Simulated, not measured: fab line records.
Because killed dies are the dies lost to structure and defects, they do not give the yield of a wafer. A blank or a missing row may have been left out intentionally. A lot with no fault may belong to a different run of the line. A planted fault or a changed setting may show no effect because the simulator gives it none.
fab line records | flow n5-finfet | part 2 of 2: steps 16 to 16 of 16
[record] lots = 6 wafers = 18 last-day = 17
route steps=1938 shown BEOL_M0_SAQP@665 BEOL_M4@1111 PASSIVATION@1936
lots untouched by any fault: they come from a run of this same line in which no faults occurred
start-h: hours from the record's first day to the start of the lot's first wafer shown | wait-h: hours since the lot's step before | " identical to the entry in the row above | L1.1+2: several wafers, shown together as one row | - no value, or no start given | * or withheld: withheld | < > ~ a bound
route shown NAME@n: NAME is a module with steps in the file, n the number in the route of the first one | usual: average and standard deviation across the fault-free wafers | same: alike in all rows | chamber/n: place in a boat | sites: each site's reading | _std_site: their standard deviation | _edge_site: inner sites' mean taken away from outer sites' mean | radius-mm: for every site, how far away it sits from the centre of the wafer | mask NAME#n: copy n | behind: tool/chamber where the wafer was last shaped | hold: cause of the lot's hold/its duration in hours/its outcome | device: which transistor (n, p or np) failed to switch | end of line: the same wafers' tests at the end of the route | step lacking rows: just its recipe | killed: count of dies lost to structure and defects at first sort (not the wafer's yield) | map: dies across one wafer; x = killed, . = not, _ = none there
set.NAME: setting as actually run; set.NAME@STEP: the setting as run at that earlier step | model.NAME: the simulator's own value behind a step, which no gauge read
certain route steps with their lots: each step a table, each wafer a row
services: the hour from which a tool's chamber was out of use, counted from the record's first day as start-h (under 0 if before that day), plus the number of hours and why
[[steps]]
[step N5_PASSIVATION_PROBE_49]
[usual] defect-limited-yield = 91.0/1.5 killed_at_M0_to_M3 = 36/12 killed_at_M4_up = 14/5.5 killed-at-contacts = 11/4.8 killed-at-front-end = 42/12 killed-at-other = 3.7/2.7 killed-dies = 106/18 killed-on-rim = 13/4.5 killed-open = 70/13 killed-short = 35/8.2 sort_bin_5_function = 5.3/1 sort_bin_6_memory = 3.3/0.69 sort-n-pass = 1074/18 sort-yield-pct = 91.0/1.5
[same] gross-dies = 1180 killed-at-back-side = 0 sort_bin_4_leakage[%] = 0 sort_bin_8_speed[%] = 0
// columns lot.wafer tool chamber start-h wait-h defect-limited-yield[%] killed_at_M0_to_M3 killed_at_M4_up killed-at-contacts killed-at-front-end killed-at-other killed-dies killed-on-rim killed-open killed-short sort_bin_5_function[%] sort_bin_6_memory[%] sort-n-pass sort-yield-pct[%]
L218.1 prober-01 - 297.03 0.0 90.9 44 9 9 40 5 107 13 67 40 5.4 3.2 1073 90.9
L218.2 prober-01 - 297.08 0.1 88.3 54 11 13 58 2 138 12 89 47 7.5 3.7 1042 88.3
L218.6 prober-01 - 297.28 0.3 90.2 48 14 9 40 5 116 13 74 39 5.5 3.6 1064 90.2
L220.2 prober-02 - 299.95 0.1 90.2 45 8 9 52 2 116 16 83 32 5.1 4.2 1064 90.2
L220.4 prober-02 - 300.05 0.2 90.3 46 9 10 47 3 115 20 75 40 5.2 4.3 1065 90.3
L220.6 prober-02 - 300.15 0.3 88.2 55 13 4 65 2 139 19 86 53 6.9 4.5 1041 88.2
L231.1 prober-01 - 348.59 0.1 90.2 60 5 7 38 6 116 20 69 47 6.4 3.0 1064 90.2
L231.2 prober-01 - 348.64 0.1 90.4 35 23 7 45 3 113 15 70 39 5.5 3.8 1067 90.4
L231.3 prober-01 - 348.69 0.2 89.7 43 10 15 50 3 121 10 76 45 6.7 3.2 1059 89.7
L238.1 prober-01 - 389.11 0.0 0 1116 8 9 46 1 1180 152 65 29 96.7 3.1 0 0
L238.4 prober-01 - 389.26 0.2 0 1117 14 19 27 3 1180 152 66 24 96.7 3.2 0 0
L238.6 prober-01 - 389.36 0.3 0 1119 13 19 26 3 1180 152 64 36 96.2 3.5 0 0
L237.3 prober-01 - 401.35 0.1 0 1101 10 2 64 3 1180 152 74 48 95.2 4.3 0 0
L237.4 prober-01 - 401.40 0.2 0 1113 7 13 46 1 1180 152 83 40 95.9 4.0 0 0
L237.5 prober-01 - 401.45 0.2 0 1096 10 8 64 2 1180 152 89 46 94.7 4.9 0 0
L240.1 prober-01 - 413.45 0.0 93.4 23 11 12 29 3 78 2 52 24 3.6 2.5 1102 93.4
L240.2 prober-01 - 413.50 0.1 92.5 29 11 17 30 2 89 8 59 27 4.7 2.7 1091 92.5
L240.3 prober-01 - 413.55 0.1 93.1 35 11 4 25 7 82 15 55 23 4.4 2.1 1098 93.1
// killed by level:class
L218.1 FIN_SAQP:geometric-particle:short=12 FIN_SAQP:geometric-particle:open=12 MOL_CONTACT_COAG:geometric-particle:open=8 BEOL_M0_SAQP:geometric-particle:short=8 BEOL_M1:geometric-particle:open=8 BEOL_M3:geometric-particle:open=8 BEOL_M2:geometric-particle:open=7 BEOL_M0_SAQP:geometric-particle:open=6
L218.2 BEOL_M2:geometric-particle:open=21 FIN_SAQP:geometric-particle:short=10 STI_FIN_REVEAL:geometric-particle:open=10 MOL_CONTACT_COAG:geometric-particle:open=9 BEOL_M3:geometric-particle:open=9 ILD0:geometric-particle:short=6 BEOL_M0_SAQP:geometric-particle:open=6 FIN_SAQP:geometric-particle:open=5
L218.6 FIN_SAQP:geometric-particle:open=12 BEOL_M2:geometric-particle:open=11 BEOL_M1:geometric-particle:open=10 BEOL_M0_SAQP:geometric-particle:short=9 FIN_SAQP:geometric-particle:short=8 MOL_CONTACT_COAG:geometric-particle:open=8 STI_FIN_REVEAL:geometric-particle:open=7 BEOL_M4:geometric-particle:open=6
L220.2 BEOL_M3:geometric-particle:open=13 FIN_SAQP:geometric-particle:open=11 BEOL_M1:geometric-particle:open=10 STI_FIN_REVEAL:geometric-particle:open=8 FIN_SAQP:geometric-particle:short=7 GATE_CUT:geometric-particle:short=7 MOL_CONTACT_COAG:geometric-particle:open=7 BEOL_M0_SAQP:geometric-particle:open=6
L220.4 BEOL_M0_SAQP:geometric-particle:open=14 FIN_SAQP:geometric-particle:open=12 STI_FIN_REVEAL:geometric-particle:open=11 BEOL_M0_SAQP:geometric-particle:short=9 BEOL_M3:geometric-particle:open=8 MOL_CONTACT_COAG:geometric-particle:open=7 FIN_SAQP:geometric-particle:short=5 GATE_CUT:geometric-particle:short=5
L220.6 FIN_SAQP:geometric-particle:open=21 FIN_SAQP:geometric-particle:short=16 BEOL_M0_SAQP:geometric-particle:short=12 BEOL_M0:geometric-particle:open=9 BEOL_M0_SAQP:geometric-particle:open=8 BEOL_M1:geometric-particle:open=6 BEOL_M2:geometric-particle:open=6 STARTING-WAFER:geometric-particle:open=6
L231.1 BEOL_M0_SAQP:geometric-particle:short=14 BEOL_M0_SAQP:geometric-particle:open=13 BEOL_M2:geometric-particle:open=12 STI_FIN_REVEAL:geometric-particle:open=9 BEOL_M1:geometric-particle:open=7 FIN_SAQP:geometric-particle:short=5 MOL_CONTACT_COAG:geometric-particle:open=5 GATE_CUT:geometric-particle:short=5
L231.2 BEOL_M2:geometric-particle:open=13 STI_FIN_REVEAL:geometric-particle:open=12 GATE_CUT:geometric-particle:short=8 FIN_SAQP:geometric-particle:short=6 BEOL_M0_SAQP:geometric-particle:short=6 BEOL_M4:geometric-particle:open=6 MOL_CONTACT_COAG:geometric-particle:open=5 STI_FIN_REVEAL:geometric-particle:short=4
L231.3 STI_FIN_REVEAL:geometric-particle:open=15 BEOL_M2:geometric-particle:open=11 BEOL_M1:geometric-particle:open=11 MOL_CONTACT_COAG:geometric-particle:open=9 BEOL_M0_SAQP:geometric-particle:short=8 DUMMY_GATE:geometric-particle:open=7 GATE_CUT:geometric-particle:short=7 STI_FIN_REVEAL:geometric-particle:short=6
L238.1 BEOL_M0_SAQP:area-etchback=1084 FIN_SAQP:geometric-particle:open=13 STI_FIN_REVEAL:geometric-particle:open=9 BEOL_M0_SAQP:geometric-particle:open=9 BEOL_M0_SAQP:geometric-particle:short=9 STARTING-WAFER:geometric-particle:short=8 DUMMY_GATE:geometric-particle:open=7 MOL_CONTACT_COAG:geometric-particle:open=7
L238.4 BEOL_M0_SAQP:area-etchback=1088 MOL_CONTACT_COAG:geometric-particle:open=13 BEOL_M2:geometric-particle:open=9 BEOL_M4:geometric-particle:open=8 FIN_SAQP:geometric-particle:open=7 MOL_CONTACT_COAG:geometric-particle:short=6 BEOL_M0_SAQP:geometric-particle:open=5 DUMMY_GATE:geometric-particle:open=4
L238.6 BEOL_M0_SAQP:area-etchback=1080 BEOL_M0_SAQP:geometric-particle:open=12 MOL_CONTACT_COAG:geometric-particle:open=10 BEOL_M0_SAQP:geometric-particle:short=10 BEOL_M2:geometric-particle:open=10 MOL_CONTACT_COAG:geometric-particle:short=9 FIN_SAQP:geometric-particle:open=6 BEOL_M4:geometric-particle:open=5
L237.3 BEOL_M0_SAQP:area-etchback=1058 STI_FIN_REVEAL:geometric-particle:open=19 FIN_SAQP:geometric-particle:open=16 BEOL_M0_SAQP:geometric-particle:short=9 BEOL_M3:geometric-particle:open=9 FIN_SAQP:geometric-particle:short=8 BEOL_M0_SAQP:geometric-particle:open=7 BEOL_M1:geometric-particle:short=6
L237.4 BEOL_M0_SAQP:area-etchback=1057 BEOL_M2:geometric-particle:open=18 FIN_SAQP:geometric-particle:open=13 STI_FIN_REVEAL:geometric-particle:open=13 BEOL_M0_SAQP:geometric-particle:short=12 BEOL_M1:geometric-particle:open=10 FIN_SAQP:geometric-particle:short=9 MOL_CONTACT_COAG:geometric-particle:open=9
L237.5 BEOL_M0_SAQP:area-etchback=1044 STI_FIN_REVEAL:geometric-particle:open=19 FIN_SAQP:geometric-particle:short=12 BEOL_M0_SAQP:geometric-particle:open=12 BEOL_M1:geometric-particle:open=8 BEOL_M3:geometric-particle:open=8 DUMMY_GATE:geometric-particle:open=7 BEOL_M0_SAQP:geometric-particle:short=7
L240.1 MOL_CONTACT_COAG:geometric-particle:open=10 BEOL_M0_SAQP:geometric-particle:short=10 STARTING-WAFER:geometric-particle:open=8 DUMMY_GATE:geometric-particle:open=4 GATE_CUT:geometric-particle:open=4 BEOL_M2:geometric-particle:open=4 BEOL_M3:geometric-particle:open=4 BEOL_M4:geometric-particle:open=4
L240.2 MOL_CONTACT_COAG:geometric-particle:open=14 BEOL_M3:geometric-particle:open=8 STI_FIN_REVEAL:geometric-particle:open=7 BEOL_M0_SAQP:geometric-particle:open=6 DUMMY_GATE:geometric-particle:open=4 BEOL_M0_SAQP:geometric-particle:short=4 BEOL_M1:geometric-particle:open=4 FIN_SAQP:geometric-particle:open=3
L240.3 BEOL_M3:geometric-particle:open=10 BEOL_M0:geometric-particle:open=8 BEOL_M2:geometric-particle:open=8 MOL_CONTACT_COAG:geometric-particle:open=4 MIM_TOP_ETCH:geometric-particle:open=4 FIN_SAQP:geometric-particle:short=3 STI_FIN_REVEAL:geometric-particle:open=3 DUMMY_GATE:geometric-particle:open=3
// map L237.3 (x killed, . not)
_________________xxxxxxxxxxxx________________
______________xxxxxxxxxxxxxxxxxx_____________
___________xxxxxxxxxxxxxxxxxxxxxxxx__________
__________xxxxxxxxxxxxxxxxxxxxxxxxxx_________
________xxxxxxxxxxxxxxxxxxxxxxxxxxxxxx_______
_______xxxxxxxxxxxxxxxxxxxxxxxxxxxxxxxx______
______xxxxxxxxxxxxxxxxxxxxxxxxxxxxxxxxxx_____
_____xxxxxxxxxxxxxxxxxxxxxxxxxxxxxxxxxxxx____
____xxxxxxxxxxxxxxxxxxxxxxxxxxxxxxxxxxxxxx___
___xxxxxxxxxxxxxxxxxxxxxxxxxxxxxxxxxxxxxxxx__
___xxxxxxxxxxxxxxxxxxxxxxxxxxxxxxxxxxxxxxxx__
__xxxxxxxxxxxxxxxxxxxxxxxxxxxxxxxxxxxxxxxxxx_
__xxxxxxxxxxxxxxxxxxxxxxxxxxxxxxxxxxxxxxxxxx_
_xxxxxxxxxxxxxxxxxxxxxxxxxxxxxxxxxxxxxxxxxxxx
_xxxxxxxxxxxxxxxxxxxxxxxxxxxxxxxxxxxxxxxxxxxx
_xxxxxxxxxxxxxxxxxxxxxxxxxxxxxxxxxxxxxxxxxxxx
_xxxxxxxxxxxxxxxxxxxxxxxxxxxxxxxxxxxxxxxxxxxx
_xxxxxxxxxxxxxxxxxxxxxxxxxxxxxxxxxxxxxxxxxxxx
_xxxxxxxxxxxxxxxxxxxxxxxxxxxxxxxxxxxxxxxxxxxx
_xxxxxxxxxxxxxxxxxxxxxxxxxxxxxxxxxxxxxxxxxxxx
_xxxxxxxxxxxxxxxxxxxxxxxxxxxxxxxxxxxxxxxxxxxx
__xxxxxxxxxxxxxxxxxxxxxxxxxxxxxxxxxxxxxxxxxx_
__xxxxxxxxxxxxxxxxxxxxxxxxxxxxxxxxxxxxxxxxxx_
___xxxxxxxxxxxxxxxxxxxxxxxxxxxxxxxxxxxxxxxx__
___xxxxxxxxxxxxxxxxxxxxxxxxxxxxxxxxxxxxxxxx__
____xxxxxxxxxxxxxxxxxxxxxxxxxxxxxxxxxxxxxx___
_____xxxxxxxxxxxxxxxxxxxxxxxxxxxxxxxxxxxx____
______xxxxxxxxxxxxxxxxxxxxxxxxxxxxxxxxxx_____
_______xxxxxxxxxxxxxxxxxxxxxxxxxxxxxxxx______
________xxxxxxxxxxxxxxxxxxxxxxxxxxxxxx_______
__________xxxxxxxxxxxxxxxxxxxxxxxxxx_________
___________xxxxxxxxxxxxxxxxxxxxxxxx__________
______________xxxxxxxxxxxxxxxxxx_____________
_________________xxxxxxxxxxxx________________
// map L238.1 (x killed, . not)
_________________xxxxxxxxxxxx________________
______________xxxxxxxxxxxxxxxxxx_____________
___________xxxxxxxxxxxxxxxxxxxxxxxx__________
__________xxxxxxxxxxxxxxxxxxxxxxxxxx_________
________xxxxxxxxxxxxxxxxxxxxxxxxxxxxxx_______
_______xxxxxxxxxxxxxxxxxxxxxxxxxxxxxxxx______
______xxxxxxxxxxxxxxxxxxxxxxxxxxxxxxxxxx_____
_____xxxxxxxxxxxxxxxxxxxxxxxxxxxxxxxxxxxx____
____xxxxxxxxxxxxxxxxxxxxxxxxxxxxxxxxxxxxxx___
___xxxxxxxxxxxxxxxxxxxxxxxxxxxxxxxxxxxxxxxx__
___xxxxxxxxxxxxxxxxxxxxxxxxxxxxxxxxxxxxxxxx__
__xxxxxxxxxxxxxxxxxxxxxxxxxxxxxxxxxxxxxxxxxx_
__xxxxxxxxxxxxxxxxxxxxxxxxxxxxxxxxxxxxxxxxxx_
_xxxxxxxxxxxxxxxxxxxxxxxxxxxxxxxxxxxxxxxxxxxx
_xxxxxxxxxxxxxxxxxxxxxxxxxxxxxxxxxxxxxxxxxxxx
_xxxxxxxxxxxxxxxxxxxxxxxxxxxxxxxxxxxxxxxxxxxx
_xxxxxxxxxxxxxxxxxxxxxxxxxxxxxxxxxxxxxxxxxxxx
_xxxxxxxxxxxxxxxxxxxxxxxxxxxxxxxxxxxxxxxxxxxx
_xxxxxxxxxxxxxxxxxxxxxxxxxxxxxxxxxxxxxxxxxxxx
_xxxxxxxxxxxxxxxxxxxxxxxxxxxxxxxxxxxxxxxxxxxx
_xxxxxxxxxxxxxxxxxxxxxxxxxxxxxxxxxxxxxxxxxxxx
__xxxxxxxxxxxxxxxxxxxxxxxxxxxxxxxxxxxxxxxxxx_
__xxxxxxxxxxxxxxxxxxxxxxxxxxxxxxxxxxxxxxxxxx_
___xxxxxxxxxxxxxxxxxxxxxxxxxxxxxxxxxxxxxxxx__
___xxxxxxxxxxxxxxxxxxxxxxxxxxxxxxxxxxxxxxxx__
____xxxxxxxxxxxxxxxxxxxxxxxxxxxxxxxxxxxxxx___
_____xxxxxxxxxxxxxxxxxxxxxxxxxxxxxxxxxxxx____
______xxxxxxxxxxxxxxxxxxxxxxxxxxxxxxxxxx_____
_______xxxxxxxxxxxxxxxxxxxxxxxxxxxxxxxx______
________xxxxxxxxxxxxxxxxxxxxxxxxxxxxxx_______
__________xxxxxxxxxxxxxxxxxxxxxxxxxx_________
___________xxxxxxxxxxxxxxxxxxxxxxxx__________
______________xxxxxxxxxxxxxxxxxx_____________
_________________xxxxxxxxxxxx________________
[[services]]
// columns tool chamber start-h hours kind
rie-diel-04 1 100.17 - clean
rie-diel-04 1 100.17 - consumable-replace:focus-ring
rie-diel-04 1 100.17 - consumable-replace:showerhead
rie-diel-04 1 100.17 13.7 scheduled-down
rie-diel-04 1 100.17 13.7 vent-cycle
rie-si-01 1 118.02 3.2 repair
rie-diel-06 1 133.57 9.6 repair
rie-diel-04 3 137.47 4.1 repair
rie-si-02 1 143.48 6.7 repair
rie-diel-04 2 146.42 8.2 repair
rie-si-03 - 149.01 0.2 repair
rie-si-02 2 157.50 1.6 repair
rie-diel-04 - 173.81 2.7 repair
rie-si-01 1 187.20 8.5 repair
rie-si-02 - 191.67 8.5 repair
rie-si-01 - 206.65 2.8 pm
rie-diel-06 1 227.30 - clean
rie-diel-06 1 227.30 - consumable-replace:focus-ring
rie-diel-06 1 227.30 12.9 scheduled-down
rie-diel-06 1 227.30 12.9 vent-cycle
rie-si-02 3 233.22 12.4 repair
rie-diel-02 3 240.04 7.0 repair
rie-diel-06 0 240.32 - clean
ald-sin-01 - 242.63 2.0 repair
[[key]]
[first-sign] step = N5_BEOL_M0_SAQP_SPACER2_ETCHBACK_27 reading = tool-record direction = missing
[effect] step = N5_PASSIVATION_PROBE_49 reading = killed_at_M0_to_M3 direction = up sigmas = 93 usual = 36 struck = 1110
[model-effect] step = N5_BEOL_M0_SAQP_SPACER2_ETCHBACK_27 value = a-Si_of_BEOL_M0_SAQP_PECVD_96.thk-nm without = 42.77 struck = 44.17
[more-kills-born-at] N5_BEOL_M0_SAQP_SPACER2_ETCHBACK_27@rie-diel-06 = 6393
met-at N5_BEOL_M0_SAQP_SPACER2_ETCHBACK_27
struck-wafers L237.3,L237.4,L237.5,L238.1,L238.4,L238.6
later-rows-left-out L237.3,L237.4,L237.5,L238.1,L238.4,L238.6
onset-between 118.97 232.28
[fault] kind = skipped-step-whole tool = rie-diel-06 chamber = - onset-h = 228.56 steps = N5_BEOL_M0_SAQP_SPACER2_ETCHBACK_27 scope = struck-lots-only
// later-rows-left-out: the simulator's readings of these wafers behind a module that went badly wrong aren't trusted and aren't shown, but for the sort
